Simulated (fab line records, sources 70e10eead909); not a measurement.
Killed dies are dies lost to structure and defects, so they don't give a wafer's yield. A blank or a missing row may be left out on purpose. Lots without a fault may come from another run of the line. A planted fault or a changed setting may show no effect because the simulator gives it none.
fab line records | flow nand_harc
record lots=13 wafers=39 last_day=25
route steps=1159 shown P_GATE@151
lots that met no fault: from a run of the same line without faults
start_h: hours from the record's first day to the start of the lot's first wafer shown | wait_h: hours since the lot's step before | " the same as in the row above | L1.1+2: a row that stands for several wafers | - no value, or no start given | * or withheld: withheld | < > ~ a bound
route shown NAME@n: a module of which the file shows steps, and the number in the route of the first | usual: mean/standard deviation of fault-free wafers | same: alike in all rows | chamber/n: place in a boat | sites: the reading at each site | _std_site: their standard deviation | _edge_site: outer sites' mean less inner sites' | radius_mm: how far each site lies from the wafer's centre | mask NAME#n: copy n | behind: the tool/chamber that last shaped the wafer | hold: why the lot was held/for how many hours/how that ended | device: the transistor (n, p or np) that didn't switch | end of line: the same wafers' tests at the end of the route | a step without rows: its recipe alone | killed: dies lost to structure and defects at the first sort, not the wafer's yield | map: a wafer's dies, x killed, . not, _ none there
set.NAME: the setting as run; set.NAME@STEP: as run at that earlier step | model.NAME: the simulator's own value behind a step, which no gauge read
steps of the route over a sample of lots; a table a step, a row a wafer
services: from which hour (start_h, from the record's first day; less than 0 if before it) a tool's chamber was out of use, for how many hours, and why
## steps
# step NHARC_P_GATE_CD_MEAS_33
# usual cd_nm=118.8/2.6
# columns lot.wafer tool chamber start_h wait_h cd_nm
L393.2 cd_sem-02 - 94.33 - 117.4
L393.3 " - " " 117.4
L393.4 " - " " 118.2
L394.3 cd_sem-03 - 102.42 - 115.7
L394.4 " - " " 116.2
L394.5 " - " " 116.5
L395.3 cd_sem-03 - 109.06 0.2 117.8
L395.4 " - " " 123.2
L395.6 " - " " 120.6
L396.2 cd_sem-03 - 116.61 - 124.1
L396.5 " - " " 122.2
L396.6 " - " " 124.0
L397.4 cd_sem-03 - 116.72 0.1 120.3
L397.5 " - " " 121.0
L397.6 " - " " 115.0
L399.1 cd_sem-01 - 125.95 - 117.7
L399.3 " - " " 118.0
L399.4 " - " " 115.9
L403.2 cd_sem-01 - 163.41 - 119.2
L403.3 " - " " 116.6
L403.5 " - " " 115.4
L404.1 cd_sem-02 - 167.58 - 123.9
L404.2 " - " " 118.1
L404.3 " - " " 116.6
L405.1 cd_sem-01 - 176.03 - 116.2
L405.4 " - " " 122.4
L405.5 " - " " 120.3
L406.1 cd_sem-01 - 176.66 - 121.6
L406.5 " - " " 113.5
L406.6 " - " " 119.6
L408.3 cd_sem-01 - 185.32 - 121.3
L408.5 " - " " 120.8
L408.6 " - " " 116.1
L410.2 cd_sem-01 - 196.93 - 122.2
L410.3 " - " " 119.9
L410.6 " - " " 120.5
L415.2 cd_sem-01 - 227.89 - 120.2
L415.3 " - " " 118.4
L415.5 " - " " 116.5
# step NHARC_P_GATE_EXPOSE_56
# recipe na=0.6 target_cd_nm=720 dose_mj=14.81 mask_id=P_PSD
# columns lot.wafer tool chamber start_h wait_h mask
L393.2+3+4 krf_scanner-03 0 107.06 - P_PSD#0
L394.3+4+5 krf_scanner-01 0 114.97 - P_PSD#0
L395.3+4+6 krf_scanner-03 0 121.53 - P_PSD#0
L396.2+5+6 krf_scanner-01 0 129.10 - P_PSD#0
L397.4+5+6 krf_scanner-03 0 129.39 - P_PSD#0
L399.1+3+4 krf_scanner-03 0 138.37 - P_PSD#0
L403.2+3+5 krf_scanner-04 0 176.00 - P_PSD#0
L404.1+2+3 krf_scanner-04 0 180.14 - P_PSD#0
L405.1+4+5 krf_scanner-04 0 188.33 - P_PSD#0
L406.1+5+6 krf_scanner-01 0 189.34 - P_PSD#0
L408.3+5+6 krf_scanner-04 0 198.03 - P_PSD#0
L410.2+3+6 krf_scanner-03 0 209.66 - P_PSD#0
L415.2+3+5 krf_scanner-01 0 240.77 - P_PSD#0
# step NHARC_P_GATE_CD_MEAS_59
# recipe target_cd_nm=720 landing_energy_ev=500
# usual cd_nm=720.5/2
# columns lot.wafer tool chamber start_h wait_h cd_nm
L393.2 cd_sem-01 0 107.21 - 719.7
L393.3 " 0 " " 720.5
L393.4 " 0 " " 718.3
L394.3 cd_sem-03 0 115.12 - 719.1
L394.4 " 0 " " 720.6
L394.5 " 0 " " 719.5
L395.3 cd_sem-01 0 121.68 - 719.8
L395.4 " 0 " " 722.6
L395.6 " 0 " " 718.5
L396.2 cd_sem-03 0 129.25 - 723.1
L396.5 " 0 " " 720.1
L396.6 " 0 " " 721.9
L397.4 cd_sem-02 0 129.54 - 719.3
L397.5 " 0 " " 721.8
L397.6 " 0 " " 718.8
L399.1 cd_sem-01 0 138.53 - 720.9
L399.3 " 0 " " 721.5
L399.4 " 0 " " 719.3
L403.2 cd_sem-03 0 176.16 - 723.6
L403.3 " 0 " " 722.9
L403.5 " 0 " " 724.2
L404.1 cd_sem-01 0 180.29 - 721.3
L404.2 " 0 " " 722.6
L404.3 " 0 " " 717.9
L405.1 cd_sem-03 0 188.49 - 735.4
L405.4 " 0 " " 720.3
L405.5 " 0 " " 730.5
L406.1 cd_sem-03 0 189.49 - 721.8
L406.5 " 0 " " 722.2
L406.6 " 0 " " 723.0
L408.3 cd_sem-01 0 198.19 - 729.8
L408.5 " 0 " " 727.8
L408.6 " 0 " " 719.8
L410.2 cd_sem-02 0 209.82 - 724.1
L410.3 " 0 " " 720.1
L410.6 " 0 " " 719.3
L415.2 cd_sem-03 0 240.93 - 717.3
L415.3 " 0 " " 721.8
L415.5 " 0 " " 719.5
# step NHARC_P_GATE_DESCUM_61
# recipe time_s=3 o2_flow_sccm=200 ar_flow_sccm=0 bias_power_w=0 chemistry=O2
# usual chamber_pressure_mTorr=60.00/0.055 drypump_motor_current_A=5.8/0.41 oes_product_au=0.998/0.011 rf_vpp_V=57.9/0.98 showerhead_plenum_p_Torr=1.94/0.1 throttle_valve_pct=11.311/0.0083
# columns lot.wafer tool chamber start_h wait_h chamber_pressure_mTorr drypump_motor_current_A oes_product_au rf_hours_counter_h rf_vpp_V showerhead_plenum_p_Torr throttle_valve_pct
L393.3 rie_diel-10 1 107.37 - 60.09 5.8 1.004 17 57.5 1.79 11.322
L393.4 " 3 " " 60.06 5.4 0.996 17 57.8 1.94 11.306
L393.2 " 0 " " 59.89 5.7 0.990 16 58.5 2.06 11.321
L394.4 rie_diel-09 3 115.76 - 60.02 6.2 0.992 10 58.4 2.07 11.311
L394.3 " 1 " " 60.14 5.2 1.005 12 56.8 2.03 11.310
L394.5 " 2 " " 59.98 5.6 1.000 - 57.1 1.95 11.317
L395.3 rie_diel-02 2 121.83 - 60.04 5.9 0.992 47 57.1 1.76 11.311
L395.4 " 0 " " 60.02 5.8 0.997 54 57.0 1.94 11.310
L395.6 " 3 " " 60.01 5.6 1.001 - 56.6 1.82 11.315
L396.2 rie_diel-09 1 129.43 - 59.95 5.2 1.006 17 58.3 2.02 11.306
L396.5 " 3 " " 60.06 6.2 1.008 - 58.2 2.07 11.318
L396.6 " 0 " " 60.03 5.6 1.017 - 57.1 1.83 11.314
L397.4 rie_diel-10 3 129.71 - 60.10 5.5 1.003 21 58.4 1.94 11.317
L397.5 " 2 " " 60.03 6.7 1.004 - 60.3 2.03 11.305
L397.6 " 3 " " 60.00 5.5 1.005 - 59.0 1.94 11.310
L399.3 rie_diel-02 3 138.70 - 59.88 5.6 0.994 54 57.7 1.82 11.314
L399.1 " 0 " " 60.06 5.8 1.005 59 57.8 1.93 11.309
L399.4 " 1 " " 59.97 5.6 0.997 62 57.2 1.94 11.301
L403.3 rie_diel-02 0 176.31 - 60.06 5.8 1.005 6 58.3 1.93 11.312
L403.2 " 1 " " 59.93 5.6 0.986 6 56.6 1.94 11.303
L403.5 " 0 " " 60.01 5.8 1.016 - 58.3 1.93 11.317
L404.2 rie_diel-09 3 180.48 - 60.02 6.2 0.993 36 57.4 2.06 11.320
L404.1 " 0 " " 59.98 5.6 1.004 36 56.1 1.82 11.335
L404.3 " 1 " " 59.94 5.2 0.995 35 57.2 2.02 11.308
L405.4 rie_diel-09 3 188.66 - 60.01 6.2 1.009 37 59.2 2.06 11.309
L405.1 " 0 " " 60.02 5.6 1.011 37 57.7 1.82 11.312
L405.5 " 3 " " 59.98 6.2 1.015 - 57.5 2.06 11.300
L406.1 rie_diel-10 1 189.67 - 60.01 5.7 0.992 1 58.0 1.79 11.310
L406.5 " 0 " " 60.00 5.7 1.022 - 57.6 2.05 11.315
L406.6 " 1 " " 60.01 5.7 0.991 - 57.4 1.79 11.302
L408.3 rie_diel-10 2 198.36 - 60.01 6.8 0.979 4 60.2 2.03 11.306
L408.6 " 1 " " 59.91 5.7 0.988 - 57.8 1.79 11.314
L408.5 " 2 " " 59.99 6.8 0.992 - 59.7 2.03 11.324
L410.3 rie_diel-02 2 210.00 - 60.03 5.9 0.997 19 57.5 2.07 11.307
L410.2 " 3 " " 60.03 5.5 1.001 19 58.7 1.82 11.313
L410.6 " 1 " " 60.07 5.6 0.982 - 57.5 1.94 11.312
L415.2 rie_diel-10 3 241.10 - 60.06 5.5 1.007 11 57.6 1.94 11.307
L415.3 " 0 " " 59.99 5.7 1.020 13 58.8 2.05 11.313
L415.5 " 2 " " 60.03 6.7 0.977 - 58.5 2.03 11.299
# step NHARC_P_GATE_INSPECT_68
# usual raw_defect_count=203/80
# columns lot.wafer tool chamber start_h wait_h raw_defect_count
L393.2 defect_inspect-01 - 112.40 0.1 218
L393.3 " - " " 305
L393.4 " - " " 129
L394.3 defect_inspect-01 - 120.28 0.1 119
L394.4 " - " " 222
L394.5 " - " " 255
L395.3 defect_inspect-01 - 126.34 0.1 138
L395.4 " - " " 299
L395.6 " - " " 122
L396.2 defect_inspect-01 - 134.28 0.1 208
L396.5 " - " " 161
L396.6 " - " " 270
L397.4 defect_inspect-02 - 134.46 0.1 84
L397.5 " - " " 145
L397.6 " - " " 146
L399.1 defect_inspect-02 - 143.34 0.2 223
L399.3 " - " " 159
L399.4 " - " " 151
L403.2 defect_inspect-01 - 180.85 0.1 108
L403.3 " - " " 102
L403.5 " - " " 163
L404.1 defect_inspect-01 - 185.11 0.2 162
L404.2 " - " " 117
L404.3 " - " " 218
L405.1 defect_inspect-01 - 193.58 0.2 345
L405.4 " - " " 294
L405.5 " - " " 239
L406.1 defect_inspect-02 - 194.99 0.2 166
L406.5 " - " " 290
L406.6 " - " " 129
L408.3 defect_inspect-02 - 202.98 0.1 191
L408.5 " - " " 306
L408.6 " - " " 216
L410.2 defect_inspect-01 - 214.63 0.1 110
L410.3 " - " " 133
L410.6 " - " " 126
L415.2 defect_inspect-01 - 245.98 0.1 175
L415.3 " - " " 201
L415.5 " - " " 273
## services
# columns tool chamber start_h hours kind
krf_scanner-01 - 84.00 4.0 pm
rie_diel-10 0 93.42 5.2 repair
krf_scanner-03 0 98.58 - calibration
krf_scanner-03 - 101.11 0.6 repair
rie_diel-10 0 106.76 - clean
rie_diel-10 1 106.76 - clean
rie_diel-10 2 106.76 - clean
rie_diel-10 3 106.76 - clean
rie_diel-10 1 108.33 12.8 repair
krf_scanner-04 - 126.00 4.0 pm
rie_diel-10 0 131.26 - clean
rie_diel-10 1 131.26 - clean
rie_diel-10 2 131.26 - clean
rie_diel-10 3 131.26 - clean
rie_diel-10 3 142.10 11.2 repair
krf_scanner-01 - 146.33 1.7 repair
rie_diel-02 - 150.73 9.0 pm
rie_diel-10 0 155.76 - clean
rie_diel-10 1 155.76 - clean
krf_scanner-03 - 171.87 4.0 pm
krf_scanner-04 - 186.66 0.2 repair
rie_diel-09 0 192.44 7.7 repair
rie_diel-10 1 200.45 14.6 repair
rie_diel-10 3 205.37 8.3 repair
## key
first_sign step=NHARC_P_GATE_CD_MEAS_59 reading=cd_nm direction=up sigmas=5.1 usual=720.5 struck=730.9
effect none on later readings
met_at NHARC_P_GATE_EXPOSE_56
struck_lots L405,L408
struck_wafers L405.1,L405.5,L408.3,L408.5
tester_left_out L405,L408
not_acting_at NHARC_P_GATE_CD_MEAS_33,NHARC_P_GATE_DESCUM_61,NHARC_P_GATE_INSPECT_68
onset_between 180.14 188.33
fault kind=process_parameter_drift tool=krf_scanner-04 chamber=- onset_h=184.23 steps=NHARC_P_GATE_EXPOSE_56 channel=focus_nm offset=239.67 shape=step end_h=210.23 scope=struck_wafers_only
# tester_left_out: of these lots the tester's yield and bins aren't shown, on N5 and GAA mostly nor the transistor test; their killed dies are dies lost to structure and defects alone, not to doping, threshold or leakage, so they don't give the yield
